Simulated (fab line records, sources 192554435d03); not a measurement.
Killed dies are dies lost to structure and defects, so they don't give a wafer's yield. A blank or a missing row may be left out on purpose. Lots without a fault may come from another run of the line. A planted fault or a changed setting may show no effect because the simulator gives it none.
fab line records | flow n5_finfet
record lots=6 wafers=16 last_day=18
route steps=1938 shown HKMG_FIN@401 PASSIVATION@1936
lots that met no fault: from a run of the same line without faults
start_h: hours from the record's first day to the start of the lot's first wafer shown | wait_h: hours since the lot's step before | " the same as in the row above | L1.1+2: a row that stands for several wafers | - no value, or no start given | * or withheld: withheld | < > ~ a bound
route shown NAME@n: a module of which the file shows steps, and the number in the route of the first | usual: mean/standard deviation of fault-free wafers | same: alike in all rows | chamber/n: place in a boat | sites: the reading at each site | _std_site: their standard deviation | _edge_site: outer sites' mean less inner sites' | radius_mm: how far each site lies from the wafer's centre | mask NAME#n: copy n | behind: the tool/chamber that last shaped the wafer | hold: why the lot was held/for how many hours/how that ended | device: the transistor (n, p or np) that didn't switch | end of line: the same wafers' tests at the end of the route | a step without rows: its recipe alone | killed: dies lost to structure and defects at the first sort, not the wafer's yield | map: a wafer's dies, x killed, . not, _ none there
set.NAME: the setting as run; set.NAME@STEP: as run at that earlier step | model.NAME: the simulator's own value behind a step, which no gauge read
lots at some steps of the route; a table a step, a row a wafer
services: from which hour (start_h, from the record's first day; less than 0 if before it) a tool's chamber was out of use, for how many hours, and why
## steps
# step N5_HKMG_FIN_DESCUM_53
# recipe chemistry=O2 time_s=7.9 source_power_w=50 bias_power_w=20 pressure_mtorr=20 rf_frequency_hz=2.712e+07 temp_c=40 resist=CAR-ArF o2_flow_sccm=225
# usual drypump_motor_current_A=5.8/0.4 oes_product_au=0.82/0.11 rf_vpp_V=243.3/1.7 showerhead_plenum_p_Torr=2.10/0.091 throttle_valve_pct=20.45/0.21
# columns lot.wafer tool chamber start_h wait_h drypump_motor_current_A oes_product_au rf_hours_counter_h rf_vpp_V showerhead_plenum_p_Torr throttle_valve_pct
L166.2 rie_diel-01 1 71.31 0.0 5.8 0.95 14 242.3 2.08 20.33
L166.4 " 3 " " 6.4 0.67 247 241.5 1.98 21.03
L166.6 " 1 " " 5.8 0.95 - 241.7 2.08 20.33
L167.2 rie_diel-03 2 79.52 0.0 5.6 0.71 194 242.2 2.01 20.76
L167.4 " 1 " " 5.5 0.95 13 246.0 2.22 20.35
L167.5 " 2 " " 5.6 0.71 - 241.4 2.01 20.76
L179.1 rie_diel-01 2 149.83 0.2 5.0 0.97 3 242.2 2.04 20.00
L179.2 " 0 " " 5.6 0.92 11 243.5 2.04 20.24
L181.4 rie_diel-03 2 160.33 0.0 5.7 0.69 - 242.3 2.00 20.80
L181.5 " 3 " " 6.4 0.72 - 243.3 2.09 20.36
L186.1 rie_diel-03 3 192.48 0.0 6.4 0.70 193 241.9 2.09 20.38
L186.2 " 2 " " 5.6 0.69 236 240.8 2.00 20.79
L186.6 " 3 " " 6.4 0.71 - 242.8 2.09 20.36
L188.2 rie_diel-03 1 208.69 0.3 5.5 0.86 62 245.5 2.20 20.42
L188.5 " 0 " " 5.7 0.92 - 244.4 2.22 20.01
L188.6 " 1 " " 5.5 0.85 - 245.3 2.20 20.44
# step N5_HKMG_FIN_ETCH_54
# recipe chemistry=CF4 target=SiARC target_depth_a=455 mask_material=CAR-ArF time_s=75.8 ion_energy_ev=80 pressure_mtorr=40 source_w=545 bias_w=36 Ar_flow_sccm=100 cf4_flow_sccm=100 ends=cleared
# usual drypump_motor_current_A=5.8/0.4 etch_rf_on_time_s=75.3/2.2 oes_product_au=0.70/0.092 rf_vpp_V=184.1/1.4 showerhead_plenum_p_Torr=2.14/0.092 throttle_valve_pct=15.59/0.22
# columns lot.wafer tool chamber start_h wait_h drypump_motor_current_A etch_rf_on_time_s oes_product_au rf_hours_counter_h rf_vpp_V showerhead_plenum_p_Torr throttle_valve_pct
L166.2 rie_diel-01 1 71.34 0.0 5.9 73.1 0.83 14 183.8 2.11 15.32
L166.4 " 3 " " 6.5 76.2 0.59 247 181.7 2.05 16.25
L166.6 " 1 " " 5.8 73.4 0.84 - 183.2 2.11 15.35
L167.2 rie_diel-03 2 79.56 0.0 5.7 77.8 0.60 194 183.4 2.04 15.79
L167.4 " 1 " " 5.4 73.8 0.81 13 185.9 2.26 15.42
L167.5 " 2 " " 5.7 77.8 0.60 - 183.0 2.04 15.79
L179.1 rie_diel-01 2 149.86 0.0 5.1 75.0 0.83 3 183.9 2.10 15.23
L179.2 " 0 " " 5.6 78.2 0.77 11 184.9 2.10 15.45
L181.4 rie_diel-03 2 160.38 0.0 5.7 79.3 0.58 - 183.1 2.03 15.86
L181.5 " 3 " " 6.4 74.0 0.62 - 183.2 2.12 15.47
L186.1 rie_diel-03 3 192.52 0.0 6.4 74.7 0.61 193 183.6 2.12 15.49
L186.2 " 2 " " 5.6 78.5 0.57 236 183.6 2.02 15.87
L186.6 " 3 " " 6.4 74.5 0.61 - 183.8 2.12 15.49
L188.2 rie_diel-03 1 208.73 0.0 5.5 72.8 0.75 62 185.1 2.25 15.52
L188.5 " 0 " " 5.7 73.7 0.82 - 184.8 2.28 15.24
L188.6 " 1 " " 5.4 72.7 0.75 - 185.3 2.25 15.53
# step N5_HKMG_FIN_ETCH_55
# recipe chemistry=N2/H2 target=SOC target_depth_a=2400 temp_c=40 time_s=300 ion_energy_ev=200 mask_material=SiARC pressure_mtorr=30 source_w=840 bias_w=150 n2_flow_sccm=200 h2_flow_sccm=200
# usual drypump_motor_current_A=5.8/0.4 oes_product_au=0.83/0.11 rf_vpp_V=524/3.3 showerhead_plenum_p_Torr=2.55/0.11 throttle_valve_pct=17.84/0.24
# columns lot.wafer tool chamber start_h wait_h drypump_motor_current_A oes_product_au rf_hours_counter_h rf_vpp_V showerhead_plenum_p_Torr throttle_valve_pct
L166.2 rie_diel-01 1 71.40 0.0 5.8 0.98 14 523 2.51 17.79
L166.4 " 3 " " 6.5 0.68 247 521 2.39 18.24
L166.6 " 1 " " 5.8 0.98 - 522 2.51 17.78
L167.2 rie_diel-03 2 79.61 0.0 5.7 0.69 194 520 2.44 18.11
L167.4 " 1 " " 5.5 0.96 13 529 2.73 17.93
L167.5 " 2 " " 5.7 0.70 - 521 2.44 18.09
L179.1 rie_diel-01 2 149.92 0.0 5.1 0.97 3 522 2.48 17.30
L179.2 " 0 " " 5.7 0.90 11 523 2.50 17.76
L181.4 rie_diel-03 2 160.49 0.1 5.7 0.69 - 520 2.42 18.16
L181.5 " 3 " " 6.4 0.73 - 522 2.51 17.51
L186.1 rie_diel-03 3 192.57 0.0 6.4 0.71 193 524 2.50 17.53
L186.2 " 2 " " 5.7 0.67 236 520 2.42 18.17
L186.6 " 3 " " 6.4 0.72 - 523 2.50 17.52
L188.2 rie_diel-03 1 208.79 0.0 5.5 0.87 62 526 2.71 18.02
L188.5 " 0 " " 5.7 0.95 - 529 2.71 17.52
L188.6 " 1 " " 5.5 0.88 - 528 2.71 18.01
# step N5_HKMG_FIN_STRIP_56
# recipe chemistry=N2/H2 temp_c=40 n2_flow_sccm=200 h2_flow_sccm=200 rf_frequency_hz=6e+07
# step N5_HKMG_FIN_STRIP_57
# recipe chemistry=CF4 resist=SiARC power_w=300 bias_power_w=75 pressure_mtorr=50 cf4_flow_sccm=150 rf_frequency_hz=6e+07
# step N5_HKMG_FIN_ETCH_58
# recipe chemistry=N2/H2 target=SOC target_depth_a=2158 ion_energy_ev=50 bias_w=13 time_s=741 pressure_mtorr=30 source_w=875 n2_flow_sccm=200 h2_flow_sccm=200
# step N5_HKMG_FIN_STRIP_93
# recipe chemistry=N2/H2 material=SOC time_s=20 power_w=500 temp_c=40 pressure_mtorr=50 rf_frequency_hz=6e+07 bias_power_w=8 h2_frac=0.5 n2_flow_sccm=300 h2_flow_sccm=300
# usual drypump_motor_current_A=5.8/0.4 oes_product_au=0.82/0.11 rf_vpp_V=54.2/0.87 showerhead_plenum_p_Torr=3.37/0.14 throttle_valve_pct=19.0/0.38
# columns lot.wafer tool chamber start_h wait_h drypump_motor_current_A oes_product_au rf_hours_counter_h rf_vpp_V showerhead_plenum_p_Torr throttle_valve_pct
L166.2 rie_diel-01 1 72.04 0.2 5.8 0.98 15 53.3 3.32 19.4
L166.4 " 3 " " 6.5 0.69 247 52.8 3.17 19.2
L166.6 " 1 " " 5.8 0.98 - 52.5 3.32 19.4
L167.2 rie_diel-03 2 80.25 0.2 5.7 0.69 195 54.1 3.22 19.2
L167.4 " 1 " " 5.5 0.94 14 54.7 3.60 19.2
L167.5 " 2 " " 5.7 0.70 - 53.5 3.22 19.2
L179.1 rie_diel-01 2 150.55 0.2 5.1 0.97 4 55.2 3.28 18.1
L179.2 " 0 " " 5.7 0.91 12 54.7 3.30 18.9
L181.4 rie_diel-03 2 161.07 0.0 5.6 0.68 - 54.2 3.21 19.2
L181.5 " 3 " " 6.4 0.72 - 54.3 3.32 18.3
L186.1 rie_diel-03 3 193.21 0.2 6.5 0.70 194 53.9 3.31 18.4
L186.2 " 2 " " 5.7 0.66 237 53.5 3.20 19.3
L186.6 " 3 " " 6.5 0.69 - 57.1 3.31 18.4
L188.2 rie_diel-03 1 209.42 0.2 5.4 0.86 63 55.2 3.57 19.2
L188.5 " 0 " " 5.6 0.93 - 54.1 3.57 18.9
L188.6 " 1 " " 5.5 0.86 - 54.6 3.57 19.3
# step N5_HKMG_FIN_WET_ETCH_76
# recipe chemistry=dNH4OH mix=1:50 temp_c=25 target=Al2O3 stop_on=La2O3 target_depth_nm=2.25 dry=ipa_marangoni rinse_time_s=30 rinse_temp_c=23
# step N5_HKMG_FIN_STRIP_60
# recipe chemistry=N2/H2 power_w=2500 temp_c=300 h2_frac=0.65 time_s=360 pressure_mtorr=withheld n2_flow_sccm=1750 h2_flow_sccm=3250
# usual drypump_motor_current_A=6.08/0.12 heater_power_w=444/44
# columns lot.wafer tool chamber start_h wait_h drypump_motor_current_A heater_power_w rf_hours_counter_h
L166.2 plasma_asher-02 1 72.19 0.0 6.13 482 86
L166.4 " 0 " " 6.05 402 -
L166.6 " 0 " " 6.00 401 -
L167.2 plasma_asher-02 1 80.40 0.0 6.13 494 87
L167.4 " 0 " " 6.00 401 -
L167.5 " 1 " " 6.15 488 -
L179.1 plasma_asher-01 1 150.71 0.0 5.91 503 49
L179.2 " 0 " " 6.23 396 49
L181.4 plasma_asher-01 0 161.31 0.1 6.25 403 -
L181.5 " 1 " " 5.90 504 -
L186.1 plasma_asher-01 1 193.36 0.0 5.84 499 61
L186.2 " 0 " " 6.24 392 61
L186.6 " 1 " " 5.94 486 -
L188.2 plasma_asher-01 0 209.57 0.0 6.26 404 65
L188.5 " 1 " " 5.90 491 -
L188.6 " 0 " " 6.24 401 -
# step N5_HKMG_FIN_WET_ETCH_77
# recipe chemistry=dHCl mix=1:10000 temp_c=25 target=La2O3 stop_on=HfO2 target_depth_nm=2
# step N5_HKMG_FIN_WET_ETCH_78
# recipe chemistry=dNH4OH mix=1:50 temp_c=25 target=Al2O3 stop_on=La2O3 target_depth_nm=4.5 dry=ipa_marangoni rinse_time_s=30 rinse_temp_c=23
# step N5_HKMG_FIN_ALD_79
# recipe material=TiN target_thk_a=15 temp_c=400 ald_precursor_family=TiCl4 ald_co_reactant=NH3 pulse_time_s=1 purge_time_s=3 co_reactant_purge_time_s=2 co_reactant_pulse_time_s=2 ald_cycles=68 pressure_torr=3
# step N5_HKMG_FIN_CVD_62
# recipe material=a-Si target_thk_a=30 temp_c=500 precursor=Si2H6 pressure_torr=1 time_s=20.8
# usual heater_power_w=1419/82
# columns lot.wafer tool chamber start_h wait_h heater_power_w model.a-Si_of_HKMG_FIN_CVD_62.thk_nm
L166.2 thermal_cvd_si-01 2 73.06 0.2 1361 3
L166.4 " 2 " " 1391 2.8
L166.6 " 1 " " 1505 3
L167.2 thermal_cvd_si-02 0 81.25 0.2 1394 3
L167.4 " 1 " " 1524 3.2
L167.5 " 0 " " 1377 3
L179.1 thermal_cvd_si-02 0 151.56 0.2 1350 3.2
L179.2 " 1 " " 1521 4
L181.4 thermal_cvd_si-02 1 162.09 0.1 1511 4
L181.5 " 0 " " 1366 3
L186.1 thermal_cvd_si-01 1 194.21 0.2 1493 3
L186.2 " 2 " " 1410 3
L186.6 " 2 " " 1382 3
L188.2 thermal_cvd_si-01 2 210.42 0.2 1319 3
L188.5 " 0 " " 1333 2.8
L188.6 " 2 " " 1425 3
# step N5_HKMG_FIN_RTA_80
# recipe temp_c=withheld time_s=2 ambient=N2 idle_temp_c=600 ramp_up_c_per_s=150 ramp_down_c_per_s=60 cool_to_c=600
# step N5_PASSIVATION_PROBE_49
# usual killed_at_M0_to_M3=33/11 killed_at_M4_up=14/5 killed_at_contacts=11/7.3 killed_at_front_end=43/12 killed_at_other=4/3.1 killed_dies=106/17 killed_open=69/13 killed_short=34/8.7
# same gross_dies=1180 killed_at_back_side=0
# columns lot.wafer tool chamber start_h wait_h killed_at_M0_to_M3 killed_at_M4_up killed_at_contacts killed_at_front_end killed_at_other killed_dies killed_open killed_short
L181.4 prober-01 - 389.99 0.2 39 11 11 63 11 135 88 40
L186.1 prober-01 - 438.18 0.0 29 11 11 33 4 88 50 32
L186.2 prober-01 - 438.23 0.1 32 17 5 18 3 75 59 14
L186.6 prober-01 - 438.43 0.3 45 29 14 38 3 129 88 35
# killed by level:class
L181.4 STI_FIN_REVEAL:geometric_particle:open=23 FIN_SAQP:geometric_particle:open=16 BEOL_M0_SAQP:geometric_particle:open=12 FIN_SAQP:geometric_particle:short=11 MOL_CONTACT_COAG:geometric_particle:open=9 BEOL_M2:geometric_particle:open=7 BEOL_M3:geometric_particle:open=5 BEOL_M4:geometric_particle:open=4
L186.1 MOL_CONTACT_COAG:geometric_particle:open=9 FIN_SAQP:geometric_particle:short=8 BEOL_M1:geometric_particle:open=7 BEOL_M2:geometric_particle:open=7 FIN_SAQP:geometric_particle:open=6 HKMG_FIN:area_etch=5 BEOL_M4:geometric_particle:open=4 GATE_CUT:geometric_particle:short=4
L186.2 BEOL_M2:geometric_particle:open=9 BEOL_M0_SAQP:geometric_particle:open=7 BEOL_M3:geometric_particle:open=6 BEOL_M7:geometric_particle:open=5 FIN_SAQP:geometric_particle:open=4 MOL_CONTACT_COAG:geometric_particle:open=4 BEOL_M4:geometric_particle:open=4 STI_FIN_REVEAL:geometric_particle:open=3
L186.6 BEOL_M4:geometric_particle:open=14 MOL_CONTACT_COAG:geometric_particle:open=11 BEOL_M2:geometric_particle:open=10 BEOL_M1:geometric_particle:open=8 BEOL_M0_SAQP:geometric_particle:open=7 DUMMY_GATE:geometric_particle:open=6 BEOL_M5:geometric_particle:open=6 STI_FIN_REVEAL:geometric_particle:open=5
## services
# columns tool chamber start_h hours kind
plasma_asher-01 - 53.54 17.2 repair
rie_diel-03 2 54.26 1.3 repair
rie_diel-01 2 61.20 4.2 repair
rie_diel-01 3 80.59 - clean
rie_diel-01 3 80.59 - consumable_replace:focus_ring
rie_diel-01 3 80.59 - consumable_replace:showerhead
rie_diel-01 3 80.59 19.0 scheduled_down
rie_diel-01 3 80.59 19.0 vent_cycle
plasma_asher-01 - 85.42 2.8 pm
plasma_asher-01 - 95.43 3.5 repair
rie_diel-01 0 102.87 - clean
thermal_cvd_si-01 - 115.43 2.7 repair
plasma_asher-01 - 128.60 21.9 repair
rie_diel-03 0 138.30 - clean
rie_diel-03 0 138.30 - consumable_replace:focus_ring
rie_diel-03 0 138.30 - consumable_replace:showerhead
rie_diel-03 0 138.30 41.9 scheduled_down
rie_diel-03 0 138.30 41.9 vent_cycle
plasma_asher-02 - 150.53 14.6 pm
rie_diel-03 2 165.53 5.8 repair
plasma_asher-02 - 169.99 1.7 repair
thermal_cvd_si-01 0 188.45 13.8 repair
rie_diel-01 2 193.46 18.9 repair
rie_diel-03 2 206.92 7.6 repair
## key
first_sign none at tools or gauges
model_effect step=N5_HKMG_FIN_CVD_62 value=a-Si_of_HKMG_FIN_CVD_62.thk_nm without=3.2 struck=4
met_at N5_HKMG_FIN_CVD_62
struck_wafers L179.2,L181.4
tester_left_out L179,L181
onset_between 81.25 151.56
fault kind=process_parameter_drift tool=thermal_cvd_si-02 chamber=- onset_h=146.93 steps=N5_HKMG_FIN_CVD_62 channel=time_s offset=* shape=step end_h=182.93 scope=struck_wafers_only stated=*
# tester_left_out: of these lots the tester's yield and bins aren't shown, on N5 and GAA mostly nor the transistor test; their killed dies are dies lost to structure and defects alone, not to doping, threshold or leakage, so they don't give the yield
